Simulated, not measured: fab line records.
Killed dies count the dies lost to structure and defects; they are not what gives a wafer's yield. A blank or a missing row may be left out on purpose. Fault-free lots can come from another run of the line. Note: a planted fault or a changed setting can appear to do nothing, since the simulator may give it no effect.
Which tool is to blame?	flow nandHarc	12 lots with 36 wafers sampled at 5 steps, on a route of 1302 steps

== WHAT EACH GAUGE READ, for each wafer ==
NHARC_P_CONTACT_INSPECT_14.
lot	measured	on	rawDefectCount
L458	day 6 08:47	defectInspect-01	5 9 9
L459	day 6 21:05	defectInspect-02	4 2 3
L461	day 7 16:28	defectInspect-02	3 10 6
L463	day 8 11:55	defectInspect-01	1 3 3
L464	day 9 01:50	defectInspect-02	2 4 2
L467	day 10 03:24	defectInspect-01	4 2 2
L469	day 11 07:44	defectInspect-01	3 2 8
L471	day 11 21:38	defectInspect-02	8 3 3
L473	day 12 19:35	defectInspect-01	3 4 7
L474	day 12 20:13	defectInspect-01	3 5 3
L480	day 15 19:25	defectInspect-02	4 4 2
L479	day 15 20:13	defectInspect-02	5 2 0

NHARC_END_SORT_01.
lot	measured	on	defectLimitedYield (%)	killedAtArray	killedAtOther	killedAtPeriphery	killedDies	killedOpen	killedShort
L458	day 24 23:50	prober-01	87.3 83.8 86.3	77 100 88	1 2 0	8 8 5	86 110 93	5 3 2	3 3 2
L459	day 24 23:45	prober-02	92.5 93.8 93.6	46 40 40	1 1 1	4 1 2	51 42 43	2 2 0	5 2 3
L461	day 25 15:30	prober-01	86.0 90.1 88.9	87 50 74	2 5 0	6 12 1	95 67 75	2 4 1	3 2 3
L463	day 26 21:53	prober-01	89.1 88.8 88.2	71 74 78	1 0 0	2 2 2	74 76 80	5 6 4	1 2 3
L464	day 27 15:21	prober-02	92.5 92.0 90.5	50 51 62	0 0 0	1 3 2	51 54 64	4 2 2	0 4 3
L467	day 28 16:06	prober-02	90.4 90.8 90.1	59 54 64	2 2 1	4 6 2	65 62 67	5 6 1	1 2 0
L469	day 30 03:11	prober-01	93.1 91.0 91.7	44 57 51	2 1 1	1 3 4	47 61 56	2 7 3	1 2 1
L471	day 30 12:36	prober-02	91.6 92.9 91.4	47 40 48	1 0 0	9 8 10	57 48 58	3 4 5	2 3 4
L473	day 31 05:11	prober-02	89.8 88.2 90.0	61 78 60	0 1 0	8 1 8	69 80 68	4 3 1	4 4 3
L474	day 30 15:19	prober-01	84.9 84.5 84.9	96 101 98	1 0 1	5 4 3	102 105 102	6 2 2	2 0 0
L480	day 34 03:35	prober-02	91.6 91.1 92.9	54 56 45	0 0 0	3 4 3	57 60 48	6 5 6	6 3 1
L479	day 34 19:25	prober-02	87.0 91.7 89.4	84 55 69	0 1 1	4 0 2	88 56 72	3 2 0	1 1 4

== WHAT TOOL EACH LOT RAN ON (gives the tool, then ch and the chambers of the sampled wafers, and finally the start) ==
lot	NHARC_P_CONTACT_STRIP_28	NHARC_P_CONTACT_PVD_32	NHARC_P_M0_SOFTBAKE_04
L458	rieDiel-09 ch 0,1,2, day 6 09:54	pvdSputter-03, day 6 12:00 or earlier	lithoTrack-01 ch 0, day 6 12:00
L459	rieDiel-12 ch 0,1,3, day 6 22:14	pvdSputter-01, day 7 00:00 or earlier	lithoTrack-01 ch 0, day 7 00:00
L461	rieDiel-09 ch 2,3, day 7 17:28	pvdSputter-03, day 7 20:00 or earlier	lithoTrack-01 ch 0, day 7 20:00
L463	rieDiel-12 ch 1,2,3, day 8 12:56	pvdSputter-01, day 8 15:00 or earlier	lithoTrack-01 ch 0, day 8 15:00
L464	rieDiel-09 ch 2,3, day 9 02:51	pvdSputter-01, day 9 05:00 or earlier	lithoTrack-06 ch 0, day 9 05:00
L467	rieDiel-12 ch 0,2,3, day 10 04:24	pvdSputter-03, day 10 07:00 or earlier	lithoTrack-06 ch 0, day 10 07:00
L469	rieDiel-09 ch 0,1, day 11 08:44	pvdSputter-01, day 11 11:00 or earlier	lithoTrack-01 ch 0, day 11 11:00
L471	rieDiel-09 ch 0,1,2, day 11 22:40	pvdSputter-01, day 12 01:00 or earlier	lithoTrack-04 ch 0, day 12 01:00
L473	rieDiel-12 ch 1,3, day 12 20:35	pvdSputter-01, day 12 23:00 or earlier	lithoTrack-06 ch 0, day 12 23:00
L474	rieDiel-09 ch 0,2,3, day 12 21:13	pvdSputter-03, day 12 23:00 or earlier	lithoTrack-06 ch 0, day 12 23:00
L480	rieDiel-13 ch 1,2, day 15 20:25	pvdSputter-02, day 15 23:00 or earlier	lithoTrack-01 ch 0, day 15 23:00
L479	rieDiel-09 ch 0,1,2, day 15 21:13	pvdSputter-01, day 15 23:00 or earlier	lithoTrack-01 ch 0, day 15 23:00
- NHARC_P_CONTACT_STRIP_28: strips in O2.
- NHARC_P_CONTACT_PVD_32: deposits Ti, target thk 5 nm, time 17.7 s.
- NHARC_P_M0_SOFTBAKE_04: time 55 s.

== AS READ BY THE TOOLS THEMSELVES (means over the sampled wafers that have a number; for cases with no such wafer, the mark the record gives instead) ==
NHARC_P_CONTACT_STRIP_28.
lot	tool	drypumpMotorCurrentA (A)	o2FlowSccm (sccm)	oesProductAu (a.u.)	rfVppV (V)	showerheadPlenumPTorr (Torr)	throttleValvePct (%)
L458	rieDiel-09	6.1	500.5	0.996	57.4	3.46	17.038
L459	rieDiel-12	5.1	498.3	0.993	58.1	3.60	17.043
L461	rieDiel-09	5.7	500.8	1.011	57.2	3.34	17.042
L463	rieDiel-12	5.2	499.4	0.998	57.9	3.61	17.039
L464	rieDiel-09	5.7	500.1	1.013	57.6	3.34	17.041
L467	rieDiel-12	5.5	498.8	1.000	57.8	3.64	17.030
L469	rieDiel-09	6.0	499.1	1.016	56.6	3.44	17.040
L471	rieDiel-09	6.1	500.0	1.004	58.3	3.46	17.041
L473	rieDiel-12	5.0	501.0	0.989	56.8	3.53	17.040
L474	rieDiel-09	5.8	500.5	1.004	57.4	3.36	17.041
L480	rieDiel-13	5.6	501.0	1.000	57.2	3.48	17.030
L479	rieDiel-09	6.1	499.2	1.011	57.7	3.46	17.034

NHARC_P_CONTACT_PVD_32.
lot	tool	substrateTempC (C)	throttleValvePct (%)
L458	pvdSputter-03	200.02	29.5
L459	pvdSputter-01	200.05	29.6
L461	pvdSputter-03	200.00	28.7
L463	pvdSputter-01	200.05	29.3
L464	pvdSputter-01	200.09	29.9
L467	pvdSputter-03	199.97	29.3
L469	pvdSputter-01	200.08	29.9
L471	pvdSputter-01	200.08	29.3
L473	pvdSputter-01	199.96	30.1
L474	pvdSputter-03	199.92	29.5
L480	pvdSputter-02	199.92	30.5
L479	pvdSputter-01	199.97	29.6

NHARC_P_M0_SOFTBAKE_04.
lot	tool	chillPlateTempC (C)	heaterPowerTotalW (W)	plateTempC (C)
L458	lithoTrack-01	23.02	188.51	104.98
L459	lithoTrack-01	22.90	188.45	105.10
L461	lithoTrack-01	22.92	188.37	105.03
L463	lithoTrack-01	23.04	188.46	104.96
L464	lithoTrack-06	22.93	188.45	105.24
L467	lithoTrack-06	22.97	188.33	104.95
L469	lithoTrack-01	23.20	188.38	105.23
L471	lithoTrack-04	23.08	188.40	105.08
L473	lithoTrack-06	23.19	188.56	105.06
L474	lithoTrack-06	23.17	188.37	104.92
L480	lithoTrack-01	23.03	186.91	104.21
L479	lithoTrack-01	23.05	186.91	104.25

== THE ANSWER, worked out from the rows above alone ==
Rule: the usual values come from the lots themselves. Put in order of their means at a reading, lots are off if they are a third of the lots or fewer, leave a main group of 4 or more, and stand apart from it by a gap of 3 or more times the standard deviation of the main group's means; of several such gaps the widest counts. If all means in a main group match to the digits the tables above print for the reading, that group is not used. Also off: a lot with no number at a reading for which 4 or more lots have one. All remaining lots with rows at the step are treated as sound. The gauges are gone through in route order, then the tools' own readings, and for those a lot's mean is taken as printed above. The first step at which some lot is off is used, and at that step the reading that is off furthest; a lot without a number counts as furthest.
Off, at NHARC_P_M0_SOFTBAKE_04 on heaterPowerTotalW: L480, L479. For the main group the mean is 188.43 W and the standard deviation 0.067.
A tool fits if, at that step or a process step before it, it ran every lot that is off, and no sound lot after the first of them. NHARC_P_CONTACT_PVD_32 gives no start for some lots, so the hours and the order of its lots are those of NHARC_P_M0_SOFTBAKE_04. One fits: NHARC_P_M0_SOFTBAKE_04 on lithoTrack-01. Its last sound lot is L469 (day 11 11:00), its first lot that is off L480 (day 15 23:00): a fault that began between those two fits.
The tool's own readings at NHARC_P_M0_SOFTBAKE_04 bear it out: on the lots that are off they differ by more than 5 times the standard deviation of the sound lots' means. heaterPowerTotalW reads 186.91 W there against 188.43 W on the sound lots; plateTempC reads 104.23 C there against 105.06 C on the sound lots.

== WHAT HAD BEEN PUT IN BY THE SIMULATOR ==
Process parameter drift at NHARC_P_M0_SOFTBAKE_04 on lithoTrack-01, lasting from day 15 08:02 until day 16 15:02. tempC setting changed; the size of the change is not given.
Struck lots among those shown: L480, L479. The rule above reached the same finding.
